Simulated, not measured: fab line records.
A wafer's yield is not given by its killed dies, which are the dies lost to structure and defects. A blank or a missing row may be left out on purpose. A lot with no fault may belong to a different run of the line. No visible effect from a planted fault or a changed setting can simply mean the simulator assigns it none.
fab line records	flow n5_finfet
record lots=7	wafers=39
route steps=1938 shown ZERO_LAYER@16 SD_EPI_P@321 SD_ACTIVATION@330 BEOL_M0_SAQP@652 BEOL_M2@890
start_h: hours from the record's first day to the start of the lot's first wafer shown	wait_h: hours since the lot's step before	" the same as in the row above	L1.1+2: one row covering several wafers at once	- no value present, or no start provided	* or withheld: withheld	< > ~ a bound
route shown NAME@n: a module of which the file shows steps, and the number in the route of the first	usual: average and standard deviation across the fault-free wafers	same: alike in all rows	chamber/n: place in a boat	sites: readings site by site	_std_site: the standard deviation of these	_edge_site: the outer-site mean with the inner-site mean subtracted	radius_mm: for every site, how far away it sits from the centre of the wafer	mask NAME#n: copy n	behind: the last tool/chamber to shape the wafer	hold: why the lot went on hold/how many hours it stayed there/how the hold came to an end	device: which transistor (n, p or np) failed to switch	end of line: the same wafers' tests at the end of the route	where a step has no rows: the recipe by itself	killed: dies lost to structure and defects at the first sort, not the wafer's yield	map: per-die view of a wafer (x killed, . not killed, _ where there is no die)
set.NAME: the setting that was run; set.NAME@STEP: the one run at that earlier step	model.NAME: the simulator's own value behind a step, which no gauge read
lots with deliberately changed settings; one table per step, one row per wafer
## steps
# step N5_ZERO_LAYER_ETCH_18
# recipe chemistry=HBr/Cl2	target=Si	target_depth_a=1200	time_s=40	pressure_mtorr=10	icp_w=800	bias_w=75	HBr_flow_sccm=150	Cl2_flow_sccm=80
lot.wafer	tool	chamber	start_h	wait_h	set.target_depth_a	model.ZERO_LAYER.feature_depth_nm	model.etch.depth_nm	model.coat_of_ZERO_LAYER_COAT_05.thk_nm
L076.1	rie_si-06	1	24.94	0.0	972.8	96.99	96.99	939.9
L076.2	"	3	"	"	972.8	93.73	93.73	941.6
L076.3	"	0	"	"	1200	118.1	118.1	933.6
L076.4	"	2	"	"	1200	125.4	125.4	931.4
L076.5	"	2	"	"	972.8	101	101	938.1
L076.6	"	3	"	"	1200	116	116	937.3
L077.1	rie_si-06	2	31.21	0.0	1543	161.7	161.7	919.9
L077.2	"	0	"	"	1200	117.6	117.6	934
L077.3	"	3	"	"	1200	116.8	116.8	933.9
L077.4	"	1	"	"	1200	119.6	119.6	934.9
L077.5	"	0	"	"	1543	151.3	151.3	922.8
L077.6	"	3	"	"	1543	150.6	150.6	923.1
L078.1	rie_si-01	1	37.11	0.0	1200	119.2	119.2	925.6
L078.2	"	2	"	"	1200	120.6	120.6	930.6
L078.3	"	0	"	"	961.3	94.54	94.54	938.9
L078.4	"	3	"	"	961.3	99.05	99.05	938.9
L078.5	"	3	"	"	961.3	98.87	98.87	937.8
L078.6	"	0	"	"	1200	118.1	118.1	929.8
L086.2	rie_si-06	0	84.89	0.0	1200	118	118	934.9
L086.3	"	2	"	"	1200	124.3	124.3	933.6
L086.4	"	1	"	"	1200	119.4	119.4	933.1
L087.1	rie_si-06	3	90.79	0.0	1896	182.3	182.3	911.5
L087.2	"	2	"	"	1200	123.6	123.6	929.9
L087.3	"	1	"	"	1200	119.5	119.5	931
L087.4	"	0	"	"	1896	185.7	185.7	909.2
L087.5	"	3	"	"	1200	115.7	115.7	934.9
L087.6	"	0	"	"	1896	185.4	185.4	908.9
L090.1	rie_si-06	1	109.10	0.1	1200	119.4	119.4	932.2
L090.2	"	3	"	"	733.7	71.3	71.3	947.1
L090.3	"	0	"	"	1200	117.1	117.1	935.2
L090.4	"	2	"	"	1200	124.6	124.6	931.5
L090.5	"	2	"	"	733.7	76.55	76.55	945.5
L090.6	"	3	"	"	733.7	71.04	71.04	948.3
L095.1	rie_si-04	2	138.79	0.0	1425	141.7	141.7	927.9
L095.2	"	3	"	"	1200	117.4	117.4	931.7
L095.3	"	1	"	"	1200	118.4	118.4	933.5
L095.4	"	0	"	"	1425	138.5	138.5	926.9
L095.5	"	2	"	"	1425	142.6	142.6	926
L095.6	"	3	"	"	1200	116.4	116.4	929.8
# step N5_ZERO_LAYER_STRIP_24
# recipe chemistry=O2	power_w=1000	temp_c=250	overash_fraction=0.3	pressure_mtorr=1000	o2_flow_sccm=6750
# usual strip_time_to_endpoint_s=43.86/0.075
lot.wafer	tool	chamber	start_h	wait_h	set.target_depth_a@ZERO_LAYER_ETCH_18	strip_time_to_endpoint_s
L076.1	plasma_asher-02	0	25.04	0.1	972.8	44.14
L076.2	"	1	"	"	972.8	44.18
L076.3	"	0	"	"	1200	43.94
L076.4	"	1	"	"	1200	43.87
L076.5	"	0	"	"	972.8	44.09
L076.6	"	1	"	"	1200	44.05
L077.1	plasma_asher-02	1	31.32	0.1	1543	43.53
L077.2	"	0	"	"	1200	43.97
L077.3	"	1	"	"	1200	43.95
L077.4	"	0	"	"	1200	43.99
L077.5	"	0	"	"	1543	43.63
L077.6	"	1	"	"	1543	43.64
L078.1	plasma_asher-02	1	37.22	0.1	1200	43.69
L078.2	"	0	"	"	1200	43.84
L078.3	"	0	"	"	961.3	44.08
L078.4	"	1	"	"	961.3	44.08
L078.5	"	1	"	"	961.3	44.07
L078.6	"	0	"	"	1200	43.83
L086.2	plasma_asher-01	1	84.99	0.1	1200	43.98
L086.3	"	0	"	"	1200	43.94
L086.4	"	1	"	"	1200	43.93
L087.1	plasma_asher-02	1	90.89	0.1	1896	43.28
L087.2	"	0	"	"	1200	43.84
L087.3	"	1	"	"	1200	43.85
L087.4	"	0	"	"	1896	43.21
L087.5	"	0	"	"	1200	43.98
L087.6	"	1	"	"	1896	43.19
L090.1	plasma_asher-01	0	109.21	0.1	1200	43.90
L090.2	"	1	"	"	733.7	44.37
L090.3	"	1	"	"	1200	43.98
L090.4	"	0	"	"	1200	43.89
L090.5	"	0	"	"	733.7	44.31
L090.6	"	1	"	"	733.7	44.38
L095.1	plasma_asher-01	1	138.89	0.1	1425	43.76
L095.2	"	0	"	"	1200	43.88
L095.3	"	0	"	"	1200	43.94
L095.4	"	1	"	"	1425	43.74
L095.5	"	1	"	"	1425	43.70
L095.6	"	0	"	"	1200	43.81
# step N5_SD_EPI_P_EPI_21
# recipe material=SiGe:B	dopant=B	temp_c=550	pressure_torr=20	ambient=H2	time_s=355
lot.wafer	tool	chamber	start_h	wait_h	set.time_s	model.SiGe-B_of_SD_EPI_P_EPI_21.thk_nm
L076.1	epi_rpcvd-02	0	67.21	0.1	416.7	66.6
L076.2	"	0	"	"	355	59.8
L076.3	"	0	"	"	416.7	66.2
L076.4	"	0	"	"	355	59.4
L076.5	"	0	"	"	355	60
L076.6	"	0	"	"	416.7	66.8
L077.1+5	epi_rpcvd-02	0	73.15	0.1	355	61.2
L077.2+4	"	0	"	"	420.6	68.6
L077.3	"	0	"	"	355	61.4
L077.6	"	0	74.95	1.8	420.6	69
L078.1+6	epi_rpcvd-04	0	83.00	0.1	487.1	78.4
L078.2	"	0	"	"	355	62.4
L078.3	"	0	"	"	355	62.6
L078.4	"	0	"	"	487.1	78
L078.5	"	0	"	"	355	62.2
L086.2	epi_rpcvd-02	0	128.15	0.5	355	60.8
L086.3	"	0	"	"	355	60.6
L086.4	"	0	"	"	355	61
L087.1	epi_rpcvd-04	0	132.30	0.1	355	61
L087.2	"	0	"	"	355	59.8
L087.3	"	0	"	"	355	60.2
L087.4	"	0	"	"	254.2	46.8
L087.5	"	0	"	"	254.2	46.4
L087.6	"	0	"	"	254.2	47.2
L090.1	epi_rpcvd-04	0	153.29	0.1	263.3	48
L090.2	"	0	"	"	263.3	49
L090.3	"	0	"	"	355	59.4
L090.4	"	0	"	"	355	59.6
L090.5	"	0	"	"	355	59.8
L090.6	"	0	"	"	263.3	48.8
L095.1+6	epi_rpcvd-04	0	184.08	0.1	355	60.8
L095.2	"	0	"	"	355	60.6
L095.3	"	0	"	"	355	61
L095.4	"	0	"	"	355	60.4
L095.5	"	0	"	"	355	60.2
# step N5_SD_EPI_P_EPI_MEAS_23
# recipe mode=xrd
# usual thk_nm=60.9/1.4
lot.wafer	tool	chamber	start_h	wait_h	set.time_s@SD_EPI_P_EPI_21	thk_nm
L076.1	film_metro-02	-	69.41	1.8	416.7	65.9
L076.2	"	-	"	"	355	59.7
L076.3	"	-	"	"	416.7	65.3
L076.4	"	-	"	"	355	58.0
L076.5	"	-	"	"	355	62.6
L076.6	"	-	"	"	416.7	66.7
L077.1	film_metro-02	-	75.35	1.8	355	61.1
L077.2	"	-	"	"	420.6	69.2
L077.3	"	-	"	"	355	60.6
L077.4	"	-	"	"	420.6	68.9
L077.5	"	-	"	"	355	60.4
L077.6	"	-	"	"	420.6	71.6
L078.1	film_metro-02	-	85.20	1.8	487.1	79.0
L078.2	"	-	"	"	355	63.1
L078.3	"	-	"	"	355	63.7
L078.4	"	-	"	"	487.1	79.2
L078.5	"	-	"	"	355	62.1
L078.6	"	-	"	"	487.1	79.4
L086.2	film_metro-02	-	129.98	1.5	355	60.3
L086.3	"	-	"	"	355	59.5
L086.4	"	-	"	"	355	60.9
L087.1	film_metro-02	-	134.50	1.8	355	59.4
L087.2	"	-	"	"	355	59.4
L087.3	"	-	"	"	355	58.7
L087.4	"	-	"	"	254.2	45.6
L087.5	"	-	"	"	254.2	48.0
L087.6	"	-	"	"	254.2	46.2
L090.1	film_metro-01	-	155.49	1.9	263.3	47.7
L090.2	"	-	"	"	263.3	48.5
L090.3	"	-	"	"	355	59.4
L090.4	"	-	"	"	355	58.6
L090.5	"	-	"	"	355	60.5
L090.6	"	-	"	"	263.3	49.1
L095.1	film_metro-02	-	186.28	1.8	355	59.2
L095.2	"	-	"	"	355	61.2
L095.3	"	-	"	"	355	61.4
L095.4	"	-	"	"	355	60.3
L095.5	"	-	"	"	355	59.4
L095.6	"	-	"	"	355	60.0
# step N5_SD_EPI_P_HM_STRIP_48
# recipe chemistry=H3PO4	temp_c=160	material=SiNx	target=SiNx	target_depth_a=30	overetch_fraction=0.3
# step N5_SD_EPI_P_SRD_49
# recipe dry=ipa_marangoni	time_s=30	temp_c=23	rinse_liquid=diw
# step N5_SD_ACTIVATION_RTA_00
# recipe temp_c=975	time_s=0	ambient=N2	idle_temp_c=600	ramp_up_c_per_s=150	ramp_down_c_per_s=60	cool_to_c=600
# step N5_SD_ACTIVATION_LSA_01
# recipe temp_c=1080	time_s=0.0008	ambient=N2
# step N5_SD_ACTIVATION_RS_MEAS_03
# recipe thk_meas_gauge=four-point-probe
# usual RS_SD_N=21.97/0.28	RS_SD_P=56.2/1.1
lot.wafer	tool	chamber	start_h	wait_h	set.time_s@SD_EPI_P_EPI_21	RS_SD_N[ohm/sq]	RS_SD_P[ohm/sq]
L076.1	film_metro-02	-	70.01	0.2	416.7	21.47	51.1
L076.2	"	-	"	"	355	21.80	56.6
L076.3	"	-	"	"	416.7	21.82	51.7
L076.4	"	-	"	"	355	21.53	57.4
L076.5	"	-	"	"	355	21.56	57.1
L076.6	"	-	"	"	416.7	21.82	50.8
L077.1	film_metro-02	-	75.95	0.2	355	21.77	54.8
L077.2	"	-	"	"	420.6	21.67	49.2
L077.3	"	-	"	"	355	21.68	55.5
L077.4	"	-	"	"	420.6	21.78	49.5
L077.5	"	-	"	"	355	21.99	55.3
L077.6	"	-	"	"	420.6	21.93	49.1
L078.1	film_metro-01	-	85.81	0.2	487.1	22.07	43.4
L078.2	"	-	"	"	355	21.89	54.8
L078.3	"	-	"	"	355	21.78	54.5
L078.4	"	-	"	"	487.1	21.77	44.0
L078.5	"	-	"	"	355	21.94	55.0
L078.6	"	-	"	"	487.1	22.20	43.6
L086.2	film_metro-01	-	131.01	0.2	355	22.22	56.8
L086.3	"	-	"	"	355	22.43	56.3
L086.4	"	-	"	"	355	22.64	55.9
L087.1	film_metro-02	-	135.12	0.2	355	22.03	57.1
L087.2	"	-	"	"	355	21.99	58.1
L087.3	"	-	"	"	355	21.88	57.0
L087.4	"	-	"	"	254.2	21.92	73.8
L087.5	"	-	"	"	254.2	22.06	75.5
L087.6	"	-	"	"	254.2	22.04	73.4
L090.1	film_metro-02	-	156.15	0.2	263.3	22.06	71.0
L090.2	"	-	"	"	263.3	21.63	70.7
L090.3	"	-	"	"	355	22.02	58.2
L090.4	"	-	"	"	355	21.84	57.9
L090.5	"	-	"	"	355	21.99	57.8
L090.6	"	-	"	"	263.3	21.85	70.0
L095.1	film_metro-02	-	186.88	0.2	355	21.26	56.0
L095.2	"	-	"	"	355	21.46	55.7
L095.3	"	-	"	"	355	21.62	55.7
L095.4	"	-	"	"	355	21.77	56.1
L095.5	"	-	"	"	355	21.28	56.7
L095.6	"	-	"	"	355	21.43	55.0
# step N5_BEOL_M0_SAQP_DESCUM_19
# recipe chemistry=O2	time_s=7.9	source_power_w=50	bias_power_w=20	pressure_mtorr=20	rf_frequency_hz=2.712e+07	temp_c=40	resist=CAR-ArF	o2_flow_sccm=225
lot.wafer	tool	chamber	start_h	wait_h	set.time_s	model.CAR-ArF_of_BEOL_M0_SAQP_COAT_08.thk_nm
L076.1+6	rie_diel-01	1,3	117.43	0.2	7.9	83.4
L076.2+3+4+5	"	2,3,0,0	"	"	7.9	83.6
L077.1+5	rie_diel-03	3	125.84	0.0	7.9	83.6
L077.2	"	0	"	"	9.421	82.6
L077.3+4	"	1,2	"	"	9.421	82.2
L077.6	"	0	"	"	7.9	83.4
L078.1+2+6	rie_diel-01	1,2,3	133.08	0.2	7.9	83.4
L078.3	"	0	"	"	6.499	84.2
L078.4+5	"	3,0	"	"	6.499	84.4
L086.2+4	rie_diel-03	0,3	181.91	0.2	7.9	83.4
L086.3	"	1	"	"	7.9	83.8
L087.1+3+6	rie_diel-03	1,2,3	186.18	0.0	7.9	83.8
L087.2+4	"	0,3	"	"	7.9	83.4
L087.5	"	2	"	"	7.9	83.6
L090.1	rie_diel-03	0	205.74	0.3	11.05	82
L090.2	"	1	"	"	11.05	82.2
L090.3+4+6	"	2,3,2	"	"	7.9	83.8
L090.5	"	1	"	"	11.05	81.8
L095.1	rie_diel-01	0	235.56	0.0	12.33	80.6
L095.2+3	"	3,2	"	"	7.9	83.6
L095.4	"	1	"	"	7.9	83.4
L095.5+6	"	3,2	"	"	12.33	81
# step N5_BEOL_M2_TRENCH_ETCH_37
# recipe chemistry=C4F6/O2	target_depth_a=555.55	target=SiOC	time_s=29.2	ion_energy_ev=250	pressure_mtorr=30	source_w=355	bias_w=185	Ar_flow_sccm=300	C4F6_flow_sccm=10	O2_flow_sccm=10
lot.wafer	tool	chamber	start_h	wait_h	set.time_s	model.etch.depth_nm	model.BEOL_M2.feature_depth_nm	model.TiN_of_BEOL_M2_HM_DEP_02.thk_nm
L076.1	rie_diel-04	1	-	-	40.07	74.23	74.2	17
L076.2	"	2	"	"	29.2	55.3	55.4	17.6
L076.3	"	3	"	"	29.2	56.46	56.4	17.6
L076.4	"	0	"	"	40.07	75.61	75.6	17
L076.5	"	3	"	"	29.2	55.82	55.8	17.6
L076.6	"	2	"	"	40.07	75.25	75.2	17
L077.1	rie_diel-04	3	-	-	29.2	56.17	56.2	17.8
L077.2	"	0	"	"	44.39	83.78	83.8	17.2
L077.3	"	2	"	"	44.39	83.21	83.2	17
L077.4	"	1	"	"	29.2	53.37	53.4	17.8
L077.5	"	3	"	"	29.2	55.94	56	17.8
L077.6	"	2	"	"	44.39	82.69	82.6	16.8
L078.1	rie_diel-04	2	-	-	29.2	54.38	54.4	18
L078.2	"	1	"	"	29.2	53.91	54	18
L078.3	"	3	"	"	23.87	45.68	45.6	18.2
L078.4	"	0	"	"	23.87	45.33	45.4	18.4
L078.5	"	3	"	"	29.2	55.9	56	17.8
L078.6	"	0	"	"	23.87	44.96	45	18.4
L086.2	rie_diel-06	2	-	-	29.2	54.5	54.4	17.6
L086.3	"	1	"	"	29.2	56.57	56.6	17.8
L086.4	"	3	"	"	29.2	57.48	57.4	17.4
L087.1	rie_diel-06	2	-	-	29.2	54.34	54.4	17.4
L087.2	"	1	"	"	29.2	57.32	57.4	17.6
L087.3	"	1	"	"	29.2	57.61	57.6	17.6
L087.4	"	2	"	"	29.2	54.62	54.6	18
L087.5	"	1	"	"	29.2	57.15	57.2	17.8
L087.6	"	2	"	"	29.2	54.69	54.6	17.8
L090.1	rie_diel-04	3	-	-	34.34	65.72	65.8	17
L090.2	"	1	"	"	29.2	53.73	53.8	17.6
L090.3	"	2	"	"	29.2	54.16	54.2	17.4
L090.4	"	0	"	"	34.34	64.57	64.6	17.2
L090.5	"	2	"	"	34.34	63.45	63.4	17.2
L090.6	"	1	"	"	29.2	53.57	53.6	17.6
L095.1	rie_diel-04	2	-	-	29.2	54.39	54.4	17.2
L095.2	"	0	"	"	41.15	77.69	77.6	16.4
L095.3	"	3	"	"	41.15	79.1	79	16.4
L095.4	"	1	"	"	29.2	53.44	53.4	17.6
L095.5	"	2	"	"	41.15	76.94	77	16.4
L095.6	"	3	"	"	29.2	56.63	56.6	17.2
# step N5_BEOL_M2_ETCH_41
# recipe chemistry=CH3F/O2	target=SiCN	target_depth_a=299	taper_deg=2	time_s=52.5	ion_energy_ev=120	mask_material=TiN	pressure_mtorr=30	source_w=395	bias_w=75	Ar_flow_sccm=150	CH3F_flow_sccm=30	O2_flow_sccm=20
# step N5_BEOL_M2_STRIP_97
# recipe chemistry=N2/H2	time_s=10	power_w=450	temp_c=40	pressure_mtorr=20	rf_frequency_hz=6e+07	bias_power_w=7	n2_flow_sccm=200	h2_flow_sccm=200
# step N5_BEOL_M2_OCD_MEAS_38
# usual trench_depth_nm=55.3/1.3
lot.wafer	tool	chamber	start_h	wait_h	set.time_s@BEOL_M2_TRENCH_ETCH_37	trench_depth_nm
L076.1	ocd-01	-	145.11	-	40.07	74.3
L076.2	"	-	"	"	29.2	55.7
L076.3	"	-	"	"	29.2	56.5
L076.4	"	-	"	"	40.07	76.1
L076.5	"	-	"	"	29.2	55.6
L076.6	"	-	"	"	40.07	75.0
L077.1	ocd-02	-	153.77	-	29.2	56.0
L077.2	"	-	"	"	44.39	84.4
L077.3	"	-	"	"	44.39	83.5
L077.4	"	-	"	"	29.2	53.3
L077.5	"	-	"	"	29.2	56.2
L077.6	"	-	"	"	44.39	82.4
L078.1	ocd-01	-	157.57	-	29.2	54.3
L078.2	"	-	"	"	29.2	54.2
L078.3	"	-	"	"	23.87	45.5
L078.4	"	-	"	"	23.87	45.5
L078.5	"	-	"	"	29.2	55.9
L078.6	"	-	"	"	23.87	45.0
L086.2	ocd-01	-	208.42	-	29.2	54.6
L086.3	"	-	"	"	29.2	56.9
L086.4	"	-	"	"	29.2	57.8
L087.1	ocd-01	-	215.31	-	29.2	54.5
L087.2	"	-	"	"	29.2	57.3
L087.3	"	-	"	"	29.2	57.6
L087.4	"	-	"	"	29.2	54.9
L087.5	"	-	"	"	29.2	57.8
L087.6	"	-	"	"	29.2	54.6
L090.1	ocd-02	-	234.65	-	34.34	65.4
L090.2	"	-	"	"	29.2	53.7
L090.3	"	-	"	"	29.2	54.0
L090.4	"	-	"	"	34.34	65.2
L090.5	"	-	"	"	34.34	63.7
L090.6	"	-	"	"	29.2	53.4
L095.1	ocd-01	-	271.77	-	29.2	54.8
L095.2	"	-	"	"	41.15	78.2
L095.3	"	-	"	"	41.15	79.5
L095.4	"	-	"	"	29.2	53.9
L095.5	"	-	"	"	41.15	76.2
L095.6	"	-	"	"	29.2	56.4
# step N5_BEOL_M2_HM_STRIP_39
# recipe chemistry=peroxide_tin_strip	material=TiN	target_depth_a=250	temp_c=50	time_s=158
# step N5_BEOL_M2_SRD_40
# recipe time_s=30	temp_c=23	rinse_liquid=diw	dry=ipa_marangoni
# step N5_BEOL_M2_ECD_50
# recipe material=Cu	target_thk_a=3000
# step N5_BEOL_M2_ANNEAL_51
# recipe temp_c=225	time_s=90	ambient=N2
# step N5_BEOL_M2_CMP_52
# recipe stop_on=SiOC	t_overpolish_s=6.8	down_force_psi=1	platen_rpm=50	clearing_platen_down_force_psi=1.5	clearing_platen_rpm=50	post_cmp_clean=cu_alkaline	target_thk_nm=40	clearing_platen_pad_velocity_m_s=0.99484	pad_velocity_m_s=0.99484
lot.wafer	tool	chamber	start_h	wait_h	set.time_s@BEOL_M2_TRENCH_ETCH_37	model.Cu_of_BEOL_M2_ECD_50.thk_nm
L076.2	cmp-03	3	148.84	0.4	29.2	39.2
L076.3	"	0	"	"	29.2	42.4
L076.4	"	1	"	"	40.07	59.8
L076.1	"	2	"	"	40.07	56.4
L076.5	"	3	"	"	29.2	39.4
L076.6	"	0	"	"	40.07	62.2
L077.2+6	cmp-04	3	157.20	0.2	44.39	69.2
L077.3	"	0	"	"	44.39	67.6
L077.4	"	1	"	"	29.2	37.4
L077.1	"	2	"	"	29.2	40
L077.5	"	0	"	"	29.2	39.6
L078.3+4	cmp-01	1,3	162.24	0.2	23.87	29.4
L078.1	"	2	"	"	29.2	40.6
L078.2	"	0	"	"	29.2	40.2
L078.5	"	1	"	"	29.2	39.2
L078.6	"	2	"	"	23.87	29.6
L086.3	cmp-01	2	212.04	0.2	29.2	40.6
L086.4	"	3	"	"	29.2	40
L086.2	"	0	"	"	29.2	40.2
L087.3	cmp-03	2	218.83	0.2	29.2	40.4
L087.1	"	3	"	"	29.2	38
L087.4	"	0	"	"	29.2	42.4
L087.2	"	1	"	"	29.2	42
L087.5	"	2	"	"	29.2	40.6
L087.6	"	3	"	"	29.2	39
L090.2+3	cmp-03	0,1	238.52	0.2	29.2	39.2
L090.4	"	2	"	"	34.34	47
L090.1	"	3	"	"	34.34	49.8
L090.5	"	0	"	"	34.34	48.4
L090.6	"	1	"	"	29.2	37
L095.3	cmp-03	1	278.18	0.2	41.15	64.2
L095.2	"	2	"	"	41.15	63
L095.4	"	3	"	"	29.2	38.8
L095.1	"	0	"	"	29.2	42.2
L095.6	"	1	"	"	29.2	42.6
L095.5	"	2	"	"	41.15	62.4
# step N5_BEOL_M2_THK_MEAS_53
# recipe thk_meas_gauge=xrf	reads=Cu_of_BEOL_M2_ECD_50
# usual M2_THK=40.6/1.7
lot.wafer	tool	chamber	start_h	wait_h	set.time_s@BEOL_M2_TRENCH_ETCH_37	M2_THK[nm]
L076.1	film_metro-02	-	149.13	-	40.07	57.0
L076.2	"	-	"	"	29.2	39.4
L076.3	"	-	"	"	29.2	42.8
L076.4	"	-	"	"	40.07	60.5
L076.5	"	-	"	"	29.2	39.9
L076.6	"	-	"	"	40.07	62.6
L077.1	film_metro-02	-	157.49	-	29.2	40.5
L077.2	"	-	"	"	44.39	69.9
L077.3	"	-	"	"	44.39	68.7
L077.4	"	-	"	"	29.2	37.7
L077.5	"	-	"	"	29.2	40.0
L077.6	"	-	"	"	44.39	70.1
L078.1	film_metro-02	-	162.53	-	29.2	40.9
L078.2	"	-	"	"	29.2	40.5
L078.3	"	-	"	"	23.87	29.5
L078.4	"	-	"	"	23.87	29.6
L078.5	"	-	"	"	29.2	39.2
L078.6	"	-	"	"	23.87	29.8
L086.2	film_metro-02	-	212.30	-	29.2	40.4
L086.3	"	-	"	"	29.2	40.8
L086.4	"	-	"	"	29.2	40.0
L087.1	film_metro-01	-	219.12	-	29.2	38.4
L087.2	"	-	"	"	29.2	42.6
L087.3	"	-	"	"	29.2	40.8
L087.4	"	-	"	"	29.2	43.0
L087.5	"	-	"	"	29.2	41.1
L087.6	"	-	"	"	29.2	39.6
L090.1	film_metro-01	-	238.82	-	34.34	50.6
L090.2	"	-	"	"	29.2	39.7
L090.3	"	-	"	"	29.2	39.6
L090.4	"	-	"	"	34.34	47.5
L090.5	"	-	"	"	34.34	49.0
L090.6	"	-	"	"	29.2	37.5
L095.1	film_metro-02	-	278.47	-	29.2	42.8
L095.2	"	-	"	"	41.15	63.6
L095.3	"	-	"	"	41.15	64.7
L095.4	"	-	"	"	29.2	39.2
L095.5	"	-	"	"	41.15	63.3
L095.6	"	-	"	"	29.2	43.1
## key
split step=N5_ZERO_LAYER_ETCH_18	setting=target_depth_a	stated=1200	by=wafer
response step=N5_ZERO_LAYER_ETCH_18	reading=model.ZERO_LAYER.feature_depth_nm	change=+1.17	per=1%	r=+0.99
response step=N5_ZERO_LAYER_ETCH_18	reading=model.etch.depth_nm	change=+1.17	per=1%	r=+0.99
response step=N5_ZERO_LAYER_ETCH_18	reading=model.coat_of_ZERO_LAYER_COAT_05.thk_nm	change=-0.379	per=1%	r=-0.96
response step=N5_ZERO_LAYER_STRIP_24	reading=strip_time_to_endpoint_s	change=*	per=1%	r=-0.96
split step=N5_SD_EPI_P_EPI_21	setting=time_s	stated=355	by=wafer
response step=N5_SD_EPI_P_EPI_21	reading=model.SiGe-B_of_SD_EPI_P_EPI_21.thk_nm	change=+0.433	per=1%	r=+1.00
response step=N5_SD_EPI_P_EPI_MEAS_23	reading=thk_nm	change=*	per=1%	r=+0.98
response step=N5_SD_ACTIVATION_RS_MEAS_03	reading=RS_SD_P	change=-0.408	per=1%	r=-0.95
split step=N5_BEOL_M0_SAQP_DESCUM_19	setting=time_s	stated=7.9	by=wafer
response step=N5_BEOL_M0_SAQP_DESCUM_19	reading=model.CAR-ArF_of_BEOL_M0_SAQP_COAT_08.thk_nm	change=-0.0482	per=1%	r=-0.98
split step=N5_BEOL_M2_TRENCH_ETCH_37	setting=time_s	stated=29.2	by=wafer
response step=N5_BEOL_M2_TRENCH_ETCH_37	reading=model.etch.depth_nm	change=+0.543	per=1%	r=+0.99
response step=N5_BEOL_M2_TRENCH_ETCH_37	reading=model.BEOL_M2.feature_depth_nm	change=+0.542	per=1%	r=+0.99
response step=N5_BEOL_M2_TRENCH_ETCH_37	reading=model.TiN_of_BEOL_M2_HM_DEP_02.thk_nm	change=-0.0182	per=1%	r=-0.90
response step=N5_BEOL_M2_OCD_MEAS_38	reading=trench_depth_nm	change=+0.545	per=1%	r=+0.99
response step=N5_BEOL_M2_CMP_52	reading=model.Cu_of_BEOL_M2_ECD_50.thk_nm	change=+0.55	per=1%	r=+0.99
response step=N5_BEOL_M2_THK_MEAS_53	reading=M2_THK	change=+0.557	per=1%	r=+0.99
